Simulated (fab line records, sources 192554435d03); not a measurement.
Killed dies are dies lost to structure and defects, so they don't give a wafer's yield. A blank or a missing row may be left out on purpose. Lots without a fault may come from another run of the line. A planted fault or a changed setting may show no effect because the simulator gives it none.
Split-lot experiment | flow n5_finfet | 7 lots, 39 wafers read, on a route of 1938 steps

THE SPLIT
At N5_BEOL_M12_ETCH_68 (etches SOC in N2/H2, time 285 s), the setting target_depth_a was moved away from the recipe's 5700 angstrom on 18 of the 39 wafers read, by -41.6% to +40.8%. The other wafers ran this setting at the recipe's value.

The reading is taken at the split's own step.

THE READING
SiARC_of_BEOL_M12_COAT_66.thk_nm (the simulator's own value, which no gauge read), in nm, at N5_BEOL_M12_ETCH_68 (etches SOC in N2/H2, time 285 s). The file gives no usual value for it. The 21 wafers here that ran the recipe average 86.1 nm, standard deviation 0.68 nm.

wafer  | tool, chamber at the split | target_depth_a as run, angstrom | against the recipe | SiARC_of_BEOL_M12_COAT_66.thk_nm, nm | against lot-mates on the recipe
L075.1 | rie_diel-04, 0             | 4390                            | -23.0%             | 91.6                                 | +5.1
L075.2 | rie_diel-04, 1             | 5700                            | recipe             | 87                                   | -
L075.3 | rie_diel-04, 3             | 4390                            | -23.0%             | 91.4                                 | +4.9
L075.4 | rie_diel-04, 0             | 5700                            | recipe             | 86.4                                 | -
L075.5 | rie_diel-04, 1             | 4390                            | -23.0%             | 92.6                                 | +6.1
L075.6 | rie_diel-04, 3             | 5700                            | recipe             | 86                                   | -
L077.1 | rie_diel-06, 0             | 5700                            | recipe             | 86.8                                 | -
L077.2 | rie_diel-06, 1             | 5700                            | recipe             | 87                                   | -
L077.3 | rie_diel-06, 2             | 3328                            | -41.6%             | 96.4                                 | +9.4
L077.6 | rie_diel-06, 2             | 3328                            | -41.6%             | 96.4                                 | +9.4
L077.4 | rie_diel-06, 0             | 5700                            | recipe             | 87.2                                 | -
L077.5 | rie_diel-06, 1             | 3328                            | -41.6%             | 97.2                                 | +10.2
L078.1 | rie_diel-05, 1             | 7256                            | +27.3%             | 79.2                                 | -7.1
L078.2 | rie_diel-05, 3             | 5700                            | recipe             | 86.2                                 | -
L078.3 | rie_diel-05, 0,2           | 7256                            | +27.3%             | 80                                   | -6.3
L078.6 | rie_diel-05, 0,2           | 7256                            | +27.3%             | 80                                   | -6.3
L078.4 | rie_diel-05, 2             | 5700                            | recipe             | 86.6                                 | -
L078.5 | rie_diel-05, 1             | 5700                            | recipe             | 86                                   | -
L079.1 | rie_diel-04, 2             | 5700                            | recipe             | 86.6                                 | -
L079.5 | rie_diel-04, 2             | 5700                            | recipe             | 86.6                                 | -
L079.4 | rie_diel-04, 0             | 5700                            | recipe             | 85.6                                 | -
L084.1 | rie_diel-04, 3             | 5700                            | recipe             | 85.6                                 | -
L084.2 | rie_diel-04, 1             | 3655                            | -35.9%             | 94                                   | +8.7
L084.3 | rie_diel-04, 0             | 3655                            | -35.9%             | 93.8                                 | +8.5
L084.5 | rie_diel-04, 0             | 3655                            | -35.9%             | 93.8                                 | +8.5
L084.4 | rie_diel-04, 2             | 5700                            | recipe             | 85.4                                 | -
L084.6 | rie_diel-04, 3             | 5700                            | recipe             | 85                                   | -
L086.1 | rie_diel-04, 0             | 5700                            | recipe             | 85.8                                 | -
L086.4 | rie_diel-04, 0             | 5700                            | recipe             | 85.8                                 | -
L086.2 | rie_diel-04, 1             | 8027                            | +40.8%             | 75.8                                 | -10.4
L086.3 | rie_diel-04, 2             | 8027                            | +40.8%             | 77.8                                 | -8.4
L086.5 | rie_diel-04, 2             | 5700                            | recipe             | 87                                   | -
L086.6 | rie_diel-04, 1             | 8027                            | +40.8%             | 76.6                                 | -9.6
L092.1 | rie_diel-05, 1             | 4000                            | -29.8%             | 92.2                                 | +6.9
L092.2 | rie_diel-05, 3             | 5700                            | recipe             | 85.2                                 | -
L092.3 | rie_diel-05, 2             | 4000                            | -29.8%             | 92.6                                 | +7.3
L092.4 | rie_diel-05, 0             | 4000                            | -29.8%             | 93                                   | +7.7
L092.5 | rie_diel-05, 0             | 5700                            | recipe             | 85.6                                 | -
L092.6 | rie_diel-05, 1             | 5700                            | recipe             | 85                                   | -
Where a row lists several chambers, the file gives one row for several wafers and doesn't say which wafer went through which chamber.

THE FIT
A straight line over all 39 wafers: SiARC_of_BEOL_M12_COAT_66.thk_nm changes by -0.233 nm for each +1% of target_depth_a; r = -0.99; the points scatter about the line by 0.7 nm.
The same after taking each lot's own level away (the mean of its wafers on the recipe; 39 wafers): -0.236 nm for each +1%; r = -1.00; scatter 0.44 nm.
On that fit, the largest move of target_depth_a shifts the reading by 9.8 nm.
The lots' own levels span 85.27 to 87.00 nm, that is 2.6 times the standard deviation above.
So the lot-to-lot level changes the slope little: the two slopes agree.
Check: with one of the wafers moved furthest among these (-41.6%) left out of the fit, the line predicts +9.88 nm for it against its lot-mates. It came out at +9.4 nm against them.

OTHER SPLITS ON THESE WAFERS
These wafers also went through other splits before the reading. Each is held against what the fit with the lots' levels taken away leaves over:
other split on the same wafers      | wafers away from the commonest value | r with SiARC_of_BEOL_M12_COAT_66.thk_nm (lot level and that fit taken away)
N5_BEOL_M7_ILD_DEP_00 time_s        | 15                                   | -0.06
N5_BEOL_M10_ILD_DEP_00 target_thk_a | 12                                   | -0.01

THE FILE'S OWN FIT
SiARC_of_BEOL_M12_COAT_66.thk_nm changes by -0.236 nm for each +1% of target_depth_a, r = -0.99.
